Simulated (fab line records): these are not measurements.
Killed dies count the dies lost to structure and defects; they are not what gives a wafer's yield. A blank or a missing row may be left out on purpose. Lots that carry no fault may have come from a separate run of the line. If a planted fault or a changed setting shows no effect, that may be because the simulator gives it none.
Split-lot experiment	flow n5-finfet	route with 1938 steps; 7 lots, 39 wafers read

== ABOUT THE SPLIT ==
At N5_DUMMY_GATE_ETCH_31 (etches SiO2 in C4F6/O2, target depth 82.5 nm, time 27.5 s), the setting target-depth-a was moved away from the recipe's 825 angstrom on 9 of the 39 wafers read, by -10.2% to +10.2%. All remaining wafers had this setting at the recipe value.

The reading comes from the split's own step.

== THE READING ==
SOC_of_DUMMY_GATE_COAT_34.thk-nm (the simulator's own value, which no gauge read), in nm, at N5_DUMMY_GATE_ETCH_31 (etches SiO2 in C4F6/O2, target depth 82.5 nm, time 27.5 s). There is no usual value for it anywhere in the file. Average 51.9 nm, standard deviation 0.18 nm, over the 30 wafers here run with the recipe.

wafer	tool, chamber at the split	target-depth-a as run, angstrom	against the recipe	SOC_of_DUMMY_GATE_COAT_34.thk-nm, nm	against lot-mates on the recipe
L077.1	rie-diel-05, 1	825	recipe	51.8	-
L077.2	rie-diel-05, 3	825	recipe	51.8	-
L077.3	rie-diel-05, 2	825	recipe	52	-
L077.4	rie-diel-05, 0	825	recipe	52	-
L077.5	rie-diel-05, 2	825	recipe	51.8	-
L077.6	rie-diel-05, 1	825	recipe	51.8	-
L078.1	rie-diel-04, 0	825	recipe	51.8	-
L078.2	rie-diel-04, 2	825	recipe	52	-
L078.3	rie-diel-04, 1	825	recipe	52	-
L078.4	rie-diel-04, 3	825	recipe	52	-
L078.5	rie-diel-04, 0	825	recipe	51.8	-
L078.6	rie-diel-04, 1	825	recipe	51.8	-
L079.1	rie-diel-04, 1	825	recipe	52	-
L079.3	rie-diel-04, 2	825	recipe	52	-
L079.4	rie-diel-04, 0	825	recipe	51.8	-
L081.1	rie-diel-04, 2	825	recipe	51.8	-
L081.2	rie-diel-04, 3	908.9	+10.2%	51.4	-0.7
L081.3	rie-diel-04, 0	908.9	+10.2%	51.2	-0.9
L081.4	rie-diel-04, 1	825	recipe	52.2	-
L081.5	rie-diel-04, 1	825	recipe	52.2	-
L081.6	rie-diel-04, 2	908.9	+10.2%	51.2	-0.9
L092.1	rie-diel-04, 3	825	recipe	51.8	-
L092.2	rie-diel-04, 1	825	recipe	51.8	-
L092.3	rie-diel-04, 2	825	recipe	51.6	-
L092.4	rie-diel-04, 0	825	recipe	51.4	-
L092.5	rie-diel-04, 3	825	recipe	51.8	-
L092.6	rie-diel-04, 0	825	recipe	51.8	-
L095.1	rie-diel-03, 0	741.1	-10.2%	53	+1.1
L095.2	rie-diel-03, 3	825	recipe	51.8	-
L095.3	rie-diel-03, 2	825	recipe	51.8	-
L095.4	rie-diel-03, 1	741.1	-10.2%	52.6	+0.7
L095.5	rie-diel-03, 2	741.1	-10.2%	52.6	+0.7
L095.6	rie-diel-03, 3	825	recipe	52.2	-
L096.1	rie-diel-04, 1	825	recipe	51.8	-
L096.2	rie-diel-04, 2	762	-7.6%	52.4	+0.7
L096.3	rie-diel-04, 3	762	-7.6%	52.4	+0.7
L096.4	rie-diel-04, 0	825	recipe	51.6	-
L096.5	rie-diel-04, 2	762	-7.6%	52.4	+0.7
L096.6	rie-diel-04, 3	825	recipe	51.6	-

FIT RESULTS
A straight line over all 39 wafers: SOC_of_DUMMY_GATE_COAT_34.thk-nm changes by -0.0713 nm for each +1% of target-depth-a; r = -0.88; the points scatter about the line by 0.18 nm.
The same after taking each lot's own level away (the mean of its wafers on the recipe; 39 wafers): -0.0823 nm for each +1%; r = -0.94; scatter 0.14 nm.
On that fit, the largest move of target-depth-a shifts the reading by 0.84 nm.
From 51.67 to 52.07 nm: that is the span of the lots' own levels, equal to 2.2 times the standard deviation above.
In other words, the slope is changed by the lot-to-lot level; the two fits disagree.
Check: for one of the wafers moved furthest among these (+10.2%), held out of the fit, the line's prediction against its lot-mates is -0.862 nm. It came out at -0.667 nm against them.

== OTHER SPLITS APPLIED TO THESE WAFERS ==
Note: prior to the reading, these wafers also went through further splits. Each is held against what the fit with the lots' levels taken away leaves over:
other split on the same wafers	wafers away from the commonest value	r with SOC_of_DUMMY_GATE_COAT_34.thk-nm (lot level and that fit taken away)
N5_WELL_APT_EPI_41 time-s	15	+0.15
N5_FIN_SAQP_EXPOSE_13 dose-mj	18	-0.10
N5_FIN_CUT_CUT_ETCH_15 time-s	9	+0.00
N5_DUMMY_GATE_EXPOSE_12 dose-mj	9	+0.06

== THE WHOLE CHAIN: every reading that the file lists as answering this split, in the file's order ==
step	what it does	reading	change (the file's fit)	r (the file's)
N5_DUMMY_GATE_ETCH_31	etches SiO2 in C4F6/O2, target depth 82.5 nm, time 27.5 s	etch.depth-nm (the simulator's own value, which no gauge read)	+0.839 nm for each +1% of the setting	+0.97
N5_DUMMY_GATE_ETCH_31	etches SiO2 in C4F6/O2, target depth 82.5 nm, time 27.5 s	SOC_of_DUMMY_GATE_COAT_34.thk-nm (the simulator's own value, which no gauge read)	-0.0825 nm for each +1% of the setting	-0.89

== FILE'S OWN FIT ==
SOC_of_DUMMY_GATE_COAT_34.thk-nm changes by -0.0825 nm for each +1% of target-depth-a, r = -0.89.
